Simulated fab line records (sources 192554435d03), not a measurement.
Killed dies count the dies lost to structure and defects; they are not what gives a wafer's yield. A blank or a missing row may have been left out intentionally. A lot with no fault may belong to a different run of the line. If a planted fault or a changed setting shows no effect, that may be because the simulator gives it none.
Chamber matching -- flow n5_finfet -- N5_BEOL_M10_CURE_72 on uv_cure-03 has 3 sister chambers
The step cures SiCOH lowk, time 120 s. 22 wafers are shown with their chamber, then 11 later ones without.

== EACH WAFER AND ITS CHAMBER ==
wafer,chamber,wafer_temp_C_max,lamp_power_pct (%)
L074.1,1,371.5,52.24
L074.3,1,371.5,52.37
L074.4,1,371.5,52.30
L080.2,2,372.3,52.31
L080.5,2,371.9,52.37
L080.6,2,372.1,52.29
L082.2,1,371.7,52.38
L082.4,1,371.5,52.32
L082.5,1,371.7,52.30
L083.1,0,371.1,52.28
L083.4,0,370.9,52.39
L083.5,0,371.1,52.28
L084.1,2,371.8,52.33
L084.5,2,371.1,52.33
L084.6,2,371.7,52.31
L085.2,1,371.7,52.21
L085.3,1,371.4,52.28
L085.4,1,371.6,52.43
L088.1,1,371.3,52.43
L088.2,1,372.1,52.27
L088.5,1,371.5,52.25
L090.2,0,371.0,52.31

SIGNATURES (averages over the wafers above)
reading,chamber 0,chamber 1,chamber 2,scatter within a chamber
wafer_temp_C_max,371.025,371.583,371.817,0.265
lamp_power_pct,52.3150,52.3150,52.3233,0.0608
Rule: for a wafer and a chamber, the distance is found by dividing, reading by reading, the gap between the wafer's reading and the chamber's mean by the reading's scatter, squaring, summing and taking the root. If the next closest chamber is less than 2 further off than the closest, the wafer can't be placed; otherwise it belongs to the closest. How the scatter is found: for the shown wafers, subtract from each reading the mean of its chamber, square and add these, divide the total by (wafers less chambers), then take the root.

== WAFERS WITHOUT THEIR CHAMBER ==
wafer,wafer_temp_C_max,lamp_power_pct (%)
L090.3,371.5,52.33
L090.5,370.6,52.28
L092.2,371.7,52.31
L092.4,371.6,52.28
L092.5,371.6,52.23
L093.3,371.1,52.35
L093.5,371.0,52.39
L093.6,371.4,52.33
L096.2,371.5,52.36
L096.4,371.9,52.23
L096.5,371.9,52.29

== THE CHAMBER EACH PASSED THROUGH ==
wafer,from the rows above,in truth
L090.3,can't be placed: 1 or 2 or 0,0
L090.5,0,0
L092.2,can't be placed: 1 or 2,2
L092.4,can't be placed: 1 or 2 or 0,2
L092.5,can't be placed: 1 or 2 or 0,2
L093.3,can't be placed: 0 or 1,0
L093.5,can't be placed: 0 or 1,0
L093.6,can't be placed: 1 or 0 or 2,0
L096.2,can't be placed: 1 or 2 or 0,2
L096.4,can't be placed: 2 or 1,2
L096.5,can't be placed: 2 or 1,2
Placed correctly: 1 of 11. Unplaceable from these rows: 10, with the true chamber sitting among the candidates in 10. Wrongly placed: 0.
